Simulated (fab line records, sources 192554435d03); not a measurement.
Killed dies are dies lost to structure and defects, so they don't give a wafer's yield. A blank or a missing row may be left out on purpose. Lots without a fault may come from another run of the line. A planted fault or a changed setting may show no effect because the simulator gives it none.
One fault seen from 2 desks | flow n5_finfet | each desk has only its own numbers; what lay behind them comes last

THE METROLOGY DESK
What the gauges read, lot by lot, whatever tool the lot ran on: means of the sampled wafers that have a number. A lot is out of limits, marked OUT, if its mean lies more than 4 standard deviations from the usual mean; the brackets give that distance. Of its 21 readings 7 are shown: the one that was out of limits first, and those that lie furthest out on some lot.
Columns: A = IOFF_N_LONG at N5_BEOL_M4_RC_MEAS_101, usual 5.56e-05 nA/um; B = IOFF_P_LONG at N5_BEOL_M4_RC_MEAS_101, usual 0.000106 nA/um; C = ION_N at N5_BEOL_M4_RC_MEAS_101, usual 676 uA/um; D = VT_N at N5_BEOL_M4_RC_MEAS_101, usual 249.3 mV; E = VT_N_LONG at N5_BEOL_M4_RC_MEAS_101, usual 274.8 mV; F = VT_N_LVT at N5_BEOL_M4_RC_MEAS_101, usual 98.2 mV; G = VT_P_LONG at N5_BEOL_M4_RC_MEAS_101, usual -275.0 mV
lot  | first seen here | A                   | B                   | C              | D                | E               | F                | G
L202 | day 4 00:43     | 5.31e-05            | 0.000091            | 667            | 252.4            | 276.0           | 99.2             | -276.7
L203 | day 4 06:35     | 5.41e-05            | 0.000105            | 672            | 248.6            | 276.1           | 96.6             | -274.6
L213 | day 7 00:44     | 4.62e-05 (-4.5) OUT | 0.000154 (+5.7) OUT | 613 (-6.4) OUT | 276.3 (+9.3) OUT | 302.6 (+17) OUT | 125.6 (+9.8) OUT | -262.5 (+4.2) OUT
L218 | day 8 07:10     | 5.25e-05            | 0.000092            | 670            | 251.9            | 277.9           | 101.7            | -279.8
L220 | day 8 15:08     | 5.38e-05            | 0.000101            | 671            | 248.6            | 275.7           | 98.8             | -274.9
L223 | day 9 09:13     | 5.38e-05            | 0.000099            | 671            | 251.8            | 275.7           | 99.2             | -273.9
L224 | day 9 14:37     | 5.47e-05            | 0.000105            | 668            | 250.7            | 275.0           | 98.9             | -278.6
L225 | day 9 22:14     | 6.02e-05            | 0.000113            | 683            | 245.9            | 274.1           | 93.2             | -273.0
This desk's finding: out of limits on L213; first on L213, day 11 17:46 (IOFF_N_LONG at N5_BEOL_M4_RC_MEAS_101). In limits: L202, L203, L218, L220, L223, L224, L225.

THE TOOL OWNER'S DESK: ald_metal-03
The tool's own readings at N5_HKMG_FIN_NWFM_ALD_20 (deposits TiAlC, target thk 2 nm, pulse time 3 s, purge time 2 s): means of the sampled wafers that have a number, for each lot that ran on this tool. A lot is out of limits, marked OUT, if its mean lies more than 4 standard deviations from the usual mean; the brackets give that distance.
Columns: A = heater_power_outer_w at N5_HKMG_FIN_NWFM_ALD_20, usual 269 W; B = heater_power_w at N5_HKMG_FIN_NWFM_ALD_20, usual 473 W; C = precursor_pulse_height_rel at N5_HKMG_FIN_NWFM_ALD_20, usual 1.000
lot  | first seen here | A   | B   | C
L202 | day 4 02:58     | 272 | 496 | 1.018
L213 | day 7 02:44     | 271 | 500 | 0.982
This desk's finding: nothing out of limits on any of the 2 lots.

PUT TOGETHER
The metrology desk could have raised an alarm at day 11 17:46, on L213.
The tool owner's desk saw nothing out of limits.
The tool owner's desk has L213 on record, within its limits.
Of the lots named, all ran N5_HKMG_FIN_NWFM_ALD_20 on ald_metal-03.

WHAT THE SIMULATOR HAD PUT IN
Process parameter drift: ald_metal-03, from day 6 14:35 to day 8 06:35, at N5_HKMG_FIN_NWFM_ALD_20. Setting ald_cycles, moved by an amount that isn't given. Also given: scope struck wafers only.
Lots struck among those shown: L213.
Hours from the fault's start to each desk's first reading out of limits: the metrology desk, 123.
